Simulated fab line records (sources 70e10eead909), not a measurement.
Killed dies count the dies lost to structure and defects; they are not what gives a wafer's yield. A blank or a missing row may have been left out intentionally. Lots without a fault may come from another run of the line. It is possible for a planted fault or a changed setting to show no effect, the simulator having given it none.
A struck lot beside a sound one | flow nand harc | 37 out of 1302 route steps
Sound: the wafers L840.3, L840.4, L840.6. Wafers L845.1, L845.3, L845.5 were the ones struck. The cause comes at the end.
Each step with rows lists, per side, the tool, then ch with its chambers, then its first start. Under that, the readings that differ: sound wafers | struck wafers | difference of the means | sigmas: that difference in standard deviations of wafers without a fault.
alike: same words and numbers on both sides, and readings whose means sit less than 2 such deviations apart. not compared: any withheld reading, any reading some wafer has no value for, any bound like >300 that may hide the same value, and any number with overlapping values for which the record gives no deviation.
The two part at a step that has a row with sigmas, a row that says differs or no value, or rows on one side only. Numbers that have no deviation but don't overlap get no sigmas and don't part them. A reading that every wafer of one side lacks parts them only if that side has two wafers or more.

first, 10 steps without rows for these wafers: NHARC_A_CONTACT_DESCUM_74 (chemistry O2, time 3 s); NHARC_A_CONTACT_ETCH_75 (etches the open film in CF4, target depth 39 nm, time 65 s); NHARC_A_CONTACT_ETCH_76 (etches the open film in N2/H2, target depth 260 nm, time 475.3 s); NHARC_A_CONTACT_ETCH_77 (etches the open film in CF4/CHF3, target depth 108.9 nm, time 54.5 s); NHARC_A_CONTACT_ETCH_78 (etches the open film in O2/COS, target depth 5300 nm, time 1378 s); NHARC_A_CONTACT_ETCH_124 (etches the open film in C4F8/O2/Ar, time 140 s, target depth 700 nm); NHARC_A_CONTACT_ETCH_125 (etches the open film in C4F8/O2/Ar, time 197 s, target depth 1918 nm); NHARC_A_CONTACT_ETCH_126 (etches the open film in C4F8/O2/Ar, time 197 s, target depth 1918 nm); NHARC_A_CONTACT_ETCH_127 (etches the open film in C4F8/O2/Ar, time 197 s, target depth 1918 nm); NHARC_A_CONTACT_ETCH_128 (etches the open film in C4F8/O2/Ar, time 197 s, target depth 1918 nm).
NHARC_A_CONTACT_ETCH_129: etches the open film in C4F8/O2/Ar, time 197 s, target depth 1918 nm.
  sound on har cap etch-02 ch 0,1, day 27 00:19; struck on har cap etch-02 ch 0,1, day 27 19:47
  not compared: rf hours counter h
then, 25 steps without rows for these wafers: NHARC_A_CONTACT_ETCH_130 (etches the open film in C4F8/O2/Ar, time 197 s, target depth 1918 nm); NHARC_A_CONTACT_ETCH_131 (etches the open film in C4F8/O2/Ar, time 197 s, target depth 1918 nm); NHARC_A_CONTACT_ETCH_132 (etches the open film in C4F8/O2/Ar, time 197 s, target depth 1924 nm); NHARC_A_CONTACT_ETCH_133 (etches the open film in C4F8/O2/Ar, time 374 s, target depth 1610 nm); NHARC_A_CONTACT_ETCH_91 (etches the open film in CH3F/O2, target depth 40 nm, time 85.7 s); NHARC_A_CONTACT_ETCH_97 (etches the open film in C4F6/O2, target depth 20 nm, time 10 s); NHARC_A_CONTACT_STRIP_103 (strips in N2/H2); NHARC_A_CONTACT_STRIP_104 (strips in CF4/CHF3); NHARC_A_CONTACT_STRIP_105 (strips in O2/COS); NHARC_A_CONTACT_ETCH_106 (etches the open film in CF4/O2, target depth 90 nm, overetch 9 nm, time 49.5 s); NHARC_A_CONTACT_STRIP_82 (strips in O2); NHARC_A_CONTACT_STRIP_83 (strips in post etch residue remover, time 600 s); NHARC_A_CONTACT_DEP_84 (deposits aC, target thk 2800 nm); NHARC_A_CONTACT_DEP_85 (deposits SiON, target thk 60 nm); NHARC_A_CONTACT_DEHYDRATE_00 (time 120 s); NHARC_A_CONTACT_HMDS_01 (time 30 s); NHARC_A_CONTACT_COAT_86 (time 75 s); NHARC_A_CONTACT_COAT_87 (time 65 s); NHARC_A_CONTACT_COAT_02 (resist thk 90 nm); NHARC_A_CONTACT_SOFTBAKE_03 (time 55 s); NHARC_A_CONTACT_EBR_04; NHARC_A_CONTACT_EXPOSE_05 (exposes mask A CC); NHARC_A_CONTACT_PEB_06 (peb time 65 s); NHARC_A_CONTACT_DEVELOP_07 (develop time 35 s); NHARC_A_CONTACT_DESCUM_13 (chemistry O2, time 3 s).
-- break in the record here, with 3 days between the starts of the struck wafers on either side (left off in module A_CONTACT, picked up again in module END, where the first step shown is number 1302 on the route) --
NHARC_END_SORT_01:
  here the record holds rows for the struck wafers (prober-01 ch 0, day 30 10:31) but none for the sound ones

WHERE THEY PART
Only at NHARC_END_SORT_01, within this record.

WHY: whatever the simulator had introduced
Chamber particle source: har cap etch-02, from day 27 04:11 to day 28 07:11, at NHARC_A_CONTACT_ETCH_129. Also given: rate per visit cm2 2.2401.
